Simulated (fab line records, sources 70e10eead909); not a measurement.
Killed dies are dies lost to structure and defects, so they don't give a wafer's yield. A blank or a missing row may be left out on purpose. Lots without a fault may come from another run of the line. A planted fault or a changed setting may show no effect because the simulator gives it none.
Chamber matching | flow nand_harc | NHARC_P_STI_ETCH_15 on rie_si-05: 4 sister chambers
The step etches the open film in HBr/Cl2, target depth 300 nm, time 100.1 s. 14 wafers are shown with their chamber, then 7 later ones without.

WAFERS WITH THEIR CHAMBER
wafer  | chamber | drypump_motor_current_A (A) | oes_product_au (a.u.) | throttle_valve_pct (%)
L362.1 | 0       | 6.1                         | 0.977                 | 26.398
L362.2 | 2       | 5.9                         | 0.994                 | 26.393
L362.3 | 1       | 5.1                         | 0.993                 | 26.423
L366.3 | 3       | 6.6                         | 0.999                 | 26.401
L366.5 | 2       | 6.0                         | 1.007                 | 26.405
L366.6 | 3       | 6.6                         | 1.009                 | 26.400
L368.1 | 1       | 5.1                         | 0.993                 | 26.409
L368.4 | 3       | 6.6                         | 1.004                 | 26.405
L368.5 | 3       | 6.6                         | 0.997                 | 26.418
L377.1 | 2       | 6.0                         | 1.003                 | 26.407
L377.3 | 0       | 6.1                         | 0.987                 | 26.393
L377.5 | 2       | 6.0                         | 0.992                 | 26.410
L380.2 | 2       | 6.0                         | 1.000                 | 26.416
L380.5 | 3       | 6.7                         | 0.994                 | 26.402

SIGNATURES (means of the wafers above)
reading                 | chamber 0 | chamber 1 | chamber 2 | chamber 3 | scatter within a chamber
drypump_motor_current_A | 6.100     | 5.100     | 5.980     | 6.620     | 0.04
oes_product_au          | 0.98200   | 0.99300   | 0.99920   | 1.00060   | 0.00588
throttle_valve_pct      | 26.39550  | 26.41600  | 26.40620  | 26.40520  | 0.00785
Rule: a wafer's distance from a chamber is the root of the sum, over the readings, of the square of ((its reading less the chamber's mean) divided by the reading's scatter). The wafer belongs to the nearest chamber; if the next one is less than 2 further off, it can't be placed. The scatter: the root of (the sum of the squares of (reading less its chamber's mean) over the shown wafers, divided by (wafers less chambers)).

WAFERS WITHOUT THEIR CHAMBER
wafer  | drypump_motor_current_A (A) | oes_product_au (a.u.) | throttle_valve_pct (%)
L380.6 | 5.9                         | 0.999                 | 26.405
L381.1 | 6.6                         | 0.997                 | 26.414
L381.4 | 6.1                         | 1.004                 | 26.428
L381.5 | 5.1                         | 0.998                 | 26.396
L382.1 | 5.1                         | 0.990                 | 26.423
L382.3 | 6.0                         | 0.992                 | 26.401
L382.4 | 6.7                         | 0.986                 | 26.408

WHICH CHAMBER EACH WENT THROUGH
wafer  | from the rows above     | in truth
L380.6 | 2                       | 2
L381.1 | 3                       | 3
L381.4 | can't be placed: 2 or 0 | 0
L381.5 | 1                       | 1
L382.1 | 1                       | 1
L382.3 | can't be placed: 2 or 0 | 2
L382.4 | 3                       | 3
Placed correctly: 5 of 7. Can't be placed from these rows: 2 (the true chamber is among the candidates in 2). Placed wrongly: 0.
